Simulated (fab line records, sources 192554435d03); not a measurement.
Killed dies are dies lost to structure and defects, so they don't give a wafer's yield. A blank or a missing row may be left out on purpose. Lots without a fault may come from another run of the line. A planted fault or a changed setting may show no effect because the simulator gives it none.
Which tool did it? | flow n5_finfet | 11 lots, 33 wafers sampled, at 4 steps of a route of 1938

WHAT THE GAUGES READ, wafer by wafer
N5_BEOL_M5_RS_MEAS_57: measures by four-point-probe.
lot  | measured     | on            | M5_RS (ohm/sq)
L469 | day 11 07:15 | film_metro-01 | 0.365 0.385 0.371
L470 | day 11 13:28 | film_metro-01 | 0.375 0.384 0.363
L474 | day 12 07:43 | film_metro-02 | 0.381 0.372 0.368
L472 | day 12 08:18 | film_metro-01 | 0.411 0.416 0.384
L477 | day 13 11:32 | film_metro-01 | 0.384 0.395 0.383
L480 | day 13 15:58 | film_metro-02 | 0.391 0.383 0.391
L485 | day 15 01:56 | film_metro-02 | 0.372 0.394 0.373
L484 | day 15 02:03 | film_metro-01 | 0.394 0.382 0.381
L483 | day 15 10:08 | film_metro-01 | 0.378 0.376 0.372
L488 | day 16 09:55 | film_metro-02 | 0.376 0.400 0.392
L487 | day 16 15:37 | film_metro-01 | 0.388 0.384 0.370

N5_BEOL_M6_CD_MEAS_18: pitch 80 nm, target cd 40 nm.
lot  | measured     | on        | cd_nm (nm)
L469 | day 11 09:56 | cd_sem-01 | 40.0 40.1 39.7
L470 | day 11 17:04 | cd_sem-03 | 39.6 39.9 39.8
L474 | day 12 10:41 | cd_sem-01 | 39.2 38.8 39.4
L472 | day 12 11:17 | cd_sem-01 | 39.9 40.4 40.4
L477 | day 13 16:01 | cd_sem-03 | 40.1 39.6 40.1
L480 | day 13 18:25 | cd_sem-02 | 40.0 40.2 40.2
L485 | day 15 05:10 | cd_sem-03 | 39.2 39.5 40.1
L484 | day 15 04:40 | cd_sem-01 | 41.2 41.1 40.3
L483 | day 15 12:28 | cd_sem-03 | 40.2 39.3 39.7
L488 | day 16 13:30 | cd_sem-03 | 40.2 40.2 40.3
L487 | day 16 20:05 | cd_sem-03 | 39.5 39.6 40.3

WHICH TOOL RAN EACH LOT (tool, then ch and the chambers of the sampled wafers, then the start)
lot  | N5_BEOL_M5_SPUTTER_90        | N5_BEOL_M6_ETCH_61
L469 | pvd_sputter-01, day 11 06:11 | rie_diel-06 ch 1,3, day 11 09:31
L470 | pvd_sputter-03, day 11 12:25 | rie_diel-04 ch 0,3, day 11 16:36
L474 | pvd_sputter-03, day 12 06:34 | rie_diel-06 ch 0,2,3, day 12 09:58
L472 | pvd_sputter-02, day 12 07:01 | rie_diel-06 ch 0,2,3, day 12 10:41
L477 | pvd_sputter-02, day 13 10:28 | rie_diel-04 ch 1,3, day 13 15:35
L480 | pvd_sputter-02, day 13 14:54 | rie_diel-01 ch 1,2, day 13 17:59
L485 | pvd_sputter-01, day 15 00:46 | rie_diel-04 ch 0,1,3, day 15 04:36
L484 | pvd_sputter-03, day 15 00:47 | rie_diel-04 ch 0,2,3, day 15 04:14
L483 | pvd_sputter-02, day 15 08:19 | rie_diel-01 ch 0,1,3, day 15 12:02
L488 | pvd_sputter-03, day 16 08:46 | rie_diel-01 ch 0,1,2, day 16 13:04
L487 | pvd_sputter-03, day 16 14:11 | rie_diel-04 ch 1,2,3, day 16 19:40
- N5_BEOL_M5_SPUTTER_90: material Cu, target thk 4.5 nm, time 8.29 s.
- N5_BEOL_M6_ETCH_61: etches SiARC in CF4, target depth 45.5 nm, time 75.8 s.

WHAT THE TOOLS THEMSELVES READ (means of the sampled wafers that have a number; where no wafer has one, the mark that the record gives instead)
N5_BEOL_M5_SPUTTER_90.
lot  | tool           | chuck_gas_flow_sccm (sccm) | throttle_valve_pct (%)
L469 | pvd_sputter-01 | 1.27                       | 29.9
L470 | pvd_sputter-03 | 1.26                       | 28.5
L474 | pvd_sputter-03 | 1.24                       | 28.7
L472 | pvd_sputter-02 | 1.27                       | 29.5
L477 | pvd_sputter-02 | 1.25                       | 29.8
L480 | pvd_sputter-02 | 1.23                       | 29.1
L485 | pvd_sputter-01 | 1.29                       | 30.0
L484 | pvd_sputter-03 | 1.21                       | 28.4
L483 | pvd_sputter-02 | 1.25                       | 29.4
L488 | pvd_sputter-03 | 1.22                       | 28.8
L487 | pvd_sputter-03 | 1.23                       | 29.6

N5_BEOL_M6_ETCH_61.
lot  | tool        | cf4_flow_sccm (sccm) | drypump_motor_current_A (A) | etch_rf_on_time_s (s) | oes_product_au (a.u.) | rf_vpp_V (V) | showerhead_plenum_p_Torr (Torr) | throttle_valve_pct (%)
L469 | rie_diel-06 | 100.1                | 5.8                         | 75.3                  | 0.66                  | 185.2        | 2.14                            | 15.60
L470 | rie_diel-04 | 100.0                | 6.4                         | 75.4                  | 0.67                  | 185.8        | 2.23                            | 15.51
L474 | rie_diel-06 | 99.8                 | 5.6                         | 75.6                  | 0.62                  | 184.9        | 2.16                            | 15.69
L472 | rie_diel-06 | 100.4                | 5.7                         | 82.9                  | 0.59                  | 184.9        | 2.16                            | 15.69
L477 | rie_diel-04 | 100.1                | 5.7                         | 76.1                  | 0.64                  | 183.8        | 2.16                            | 15.45
L480 | rie_diel-01 | 100.2                | 5.9                         | 75.5                  | 0.68                  | 184.0        | 2.13                            | 15.67
L485 | rie_diel-04 | 99.9                 | 6.1                         | 76.1                  | 0.66                  | 185.6        | 2.20                            | 15.52
L484 | rie_diel-04 | 100.0                | 6.1                         | 76.1                  | 0.72                  | 186.0        | 2.21                            | 15.60
L483 | rie_diel-01 | 100.0                | 5.7                         | 76.0                  | 0.65                  | 184.3        | 2.17                            | 15.73
L488 | rie_diel-01 | 100.1                | 5.9                         | 77.0                  | 0.66                  | 183.6        | 2.15                            | 15.72
L487 | rie_diel-04 | 99.8                 | 5.7                         | 75.7                  | 0.67                  | 184.6        | 2.17                            | 15.59

THE ANSWER, worked out from the rows above alone
Rule: what is usual is taken from the lots themselves. Put in order of their means at a reading, lots are off if they are a third of the lots or fewer, leave a main group of 4 or more, and stand apart from it by a gap of 3 or more times the standard deviation of the main group's means; of several such gaps the widest counts. A main group whose means are all the same, to the digits that the tables above print for the reading, isn't used. A lot without any number at a reading at which 4 lots or more have one is off too. The other lots that the step has rows for count as sound. The gauges are gone through in route order, then the tools' own readings, and for those a lot's mean is taken as printed above. The first step at which some lot is off is used, and at that step the reading that is off furthest; a lot without a number counts as furthest.
Off: L472, at N5_BEOL_M6_ETCH_61 (etch_rf_on_time_s). The main group: mean 75.9 s, standard deviation 0.47.
A tool fits if, at that step or a process step before it, it ran every lot that is off, and no sound lot after the first of them. One fits: rie_diel-06 at N5_BEOL_M6_ETCH_61. Its last sound lot is L474 (day 12 09:58), its first lot that is off L472 (day 12 10:41): a fault that began between those two fits.
The tool's own readings at N5_BEOL_M6_ETCH_61 bear it out: on the lots that are off they differ by more than 5 times the standard deviation of the sound lots' means. etch_rf_on_time_s reads 82.9 s there against 75.9 s on the sound lots.

WHAT THE SIMULATOR HAD PUT IN
Process parameter drift: rie_diel-06, from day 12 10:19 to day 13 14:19, at N5_BEOL_M6_ETCH_61. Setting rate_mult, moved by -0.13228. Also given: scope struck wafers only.
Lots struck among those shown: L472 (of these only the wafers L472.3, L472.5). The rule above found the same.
